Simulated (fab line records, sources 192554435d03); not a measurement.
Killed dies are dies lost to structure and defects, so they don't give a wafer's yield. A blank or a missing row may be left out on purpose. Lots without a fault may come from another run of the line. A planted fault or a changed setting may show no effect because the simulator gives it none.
Chamber matching | flow n5_finfet | N5_BEOL_M10_ETCH_61 on rie_diel-06: 4 sister chambers
The step etches SiARC in CF4, target depth 39 nm, time 65 s. 8 wafers are shown with their chamber, then 7 later ones without.

WAFERS WITH THEIR CHAMBER
wafer  | chamber | drypump_motor_current_A (A) | throttle_valve_pct (%)
L081.6 | 0       | 5.3                         | 15.84
L085.4 | 3       | 5.1                         | 15.52
L085.5 | 0       | 5.3                         | 15.88
L088.1 | 1       | 6.1                         | 15.30
L088.3 | 3       | 5.1                         | 15.51
L088.4 | 2       | 5.2                         | 15.47
L087.1 | 1       | 6.1                         | 15.33
L087.2 | 2       | 5.3                         | 15.46

WAFERS WITHOUT THEIR CHAMBER
wafer  | drypump_motor_current_A (A) | throttle_valve_pct (%)
L087.3 | 5.1                         | 15.53
L092.1 | 5.3                         | 15.46
L092.4 | 5.1                         | 15.52
L092.5 | 5.1                         | 15.54
L094.2 | 5.3                         | 15.90
L094.3 | 5.3                         | 15.49
L094.6 | 5.3                         | 15.91

WHICH CHAMBER EACH WENT THROUGH
wafer  | from the rows above | in truth
L087.3 | 3                   | 3
L092.1 | 2                   | 2
L092.4 | 3                   | 3
L092.5 | 3                   | 3
L094.2 | 0                   | 0
L094.3 | 2                   | 2
L094.6 | 0                   | 0
Placed correctly: 7 of 7. Can't be placed from these rows: 0. Placed wrongly: 0.
How it was worked out, from the rows above alone: a wafer's distance from a chamber is the root of the sum, over the readings, of the square of ((its reading less the chamber's mean) divided by the reading's scatter). The wafer belongs to the nearest chamber; if the next one is less than 2 further off, it can't be placed. A chamber's mean is the mean of its shown wafers. The scatter: the root of (the sum of the squares of (reading less its chamber's mean) over the shown wafers, divided by (wafers less chambers)).
